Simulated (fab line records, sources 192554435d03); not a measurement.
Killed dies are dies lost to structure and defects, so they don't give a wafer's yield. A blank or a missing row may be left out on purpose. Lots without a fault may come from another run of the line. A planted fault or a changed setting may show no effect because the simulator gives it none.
A struck lot beside a sound one | flow n5_finfet | 25 steps out of a route of 1938
Sound: wafers L381.1, L381.2, L381.3. Struck: wafers L360.3, L360.5, L360.6. The cause comes at the end.
At each step with rows: each side's tool, then ch and its chambers, then its first start. Under that, the readings that differ: sound wafers | struck wafers | difference of the means | sigmas: that difference in standard deviations of wafers without a fault.
alike: readings whose means differ by less than 2 such deviations, and words and numbers that are the same on both sides. not compared: withheld readings, readings that some wafer has no value for, bounds like >300 that may hide the same value, and numbers for which the record gives no deviation and whose values overlap.
The two part at a step that has a row with sigmas, a row that says differs or no value, or rows on one side only. Numbers that don't overlap but have no deviation are shown without sigmas and don't part them. A reading that every wafer of one side lacks parts them only if that side has two wafers or more.

first, 10 steps without rows for these wafers: N5_BEOL_M11_DESCUM_33 (chemistry O2, time 7.9 s); N5_BEOL_M11_ETCH_65 (etches SiARC in CF4, target depth 39 nm, time 65 s); N5_BEOL_M11_ETCH_66 (etches SOC in N2/H2, target depth 120 nm, overetch 24 nm, time 180 s); N5_BEOL_M11_STRIP_69 (strips in N2/H2); N5_BEOL_M11_VIA_ETCH_34 (etches SiCOH lowk in C4F6/O2, target depth 184.5 nm, time 69.2 s); N5_BEOL_M11_STRIP_73 (strips in C4F6/O2); N5_BEOL_M11_STRIP_36 (strips in N2/H2); N5_BEOL_M11_TRENCH_ETCH_37 (etches SiCOH lowk in C4F6/O2, target depth 148.83 nm, time 48 s); N5_BEOL_M11_ETCH_41 (etches SiCN in CH3F/O2, target depth 42.6 nm, time 86 s); N5_BEOL_M11_STRIP_77 (strips in N2/H2, time 10 s).
N5_BEOL_M11_HM_STRIP_39: strips TiN in peroxide tin strip, target depth 25 nm, time 158 s.
  sound on wet_bench-03 ch 0,3,4, day 18 21:20; struck on wet_bench-01 ch 0,6,7, day 13 14:59
  no value came back on the struck wafers for bath_guard_temp_C (C), bath_heat_duty_pct (%); on the sound wafers bath_guard_temp_C (C) reads 49.3 49.7 50.1
  reading                                     | sound | struck         | difference | sigmas
  model.TiN_of_BEOL_M11_HM_DEP_02.thk_nm (nm) | 0 0 0 | 16.4 16.4 16.6 | +16.5      |
then, 1 step without rows for these wafers: N5_BEOL_M11_SRD_40 (time 30 s).
N5_BEOL_M11_PRECLEAN_42: cleans in residue remover, time 60 s.
  sound on wet_bench-03 ch 0,3,4, day 18 21:24; struck on wet_bench-01 ch 0,6,7, day 13 15:02
  reading                                     | sound | struck      | difference | sigmas
  model.TiN_of_BEOL_M11_HM_DEP_02.thk_nm (nm) | 0 0 0 | 5.4 5.4 5.6 | +5.5       |
then, 10 steps without rows for these wafers: N5_BEOL_M11_SRD_43 (time 30 s); N5_BEOL_M11_CURE_72 (cures SiCOH lowk, time 120 s); N5_BEOL_M11_DEGAS_44 (time 60 s); N5_BEOL_M11_PRE_CLEAN_45 (time 30 s); N5_BEOL_M11_ALD_74 (deposits TaN, target thk 2 nm, pulse time 2 s, purge time 3 s); N5_BEOL_M11_SURFACE_TREAT_76; N5_BEOL_M11_CVD_75 (deposits Co from CCTBA/H2, target thk 2 nm, time 138.9 s); N5_BEOL_M11_SPUTTER_48 (material Cu, target thk 12 nm, time 2 s); N5_BEOL_M11_ECD_50 (material Cu, target thk 318 nm); N5_BEOL_M11_ANNEAL_51 (time 90 s).
N5_BEOL_M11_CMP_52: polishes, stops on SiCOH lowk, t overpolish 7 s, target thk 140 nm.
  sound on cmp-01 ch 0,1,3, day 19 01:16; struck on cmp-01 ch 2,3, day 13 18:34
  reading                      | sound          | struck         | difference | sigmas
  barrier_field_endpoint_s (s) | 29.0 29.7 29.4 | 35.6 35.4 36.4 | +6.4       | +11
  alike: motor_current_A
  not compared: pad_life_wafers
N5_PASSIVATION_PROBE_49:
  sound on prober-01, day 20 13:13; struck on prober-01, day 15 05:41
  alike: defect_limited_yield, killed_at_M0_to_M3, killed_at_M4_up, killed_at_contacts, killed_at_front_end, killed_at_other, killed_dies, killed_on_rim, killed_open, killed_short, sort_bin_5_function, sort_bin_6_memory, sort_n_pass, sort_yield_pct

WHERE THEY PART
First at N5_BEOL_M11_HM_STRIP_39; last, within this record, at N5_BEOL_M11_CMP_52. Later steps at which nothing parts them and some readings are alike: N5_PASSIVATION_PROBE_49.

WHY: what the simulator had put in
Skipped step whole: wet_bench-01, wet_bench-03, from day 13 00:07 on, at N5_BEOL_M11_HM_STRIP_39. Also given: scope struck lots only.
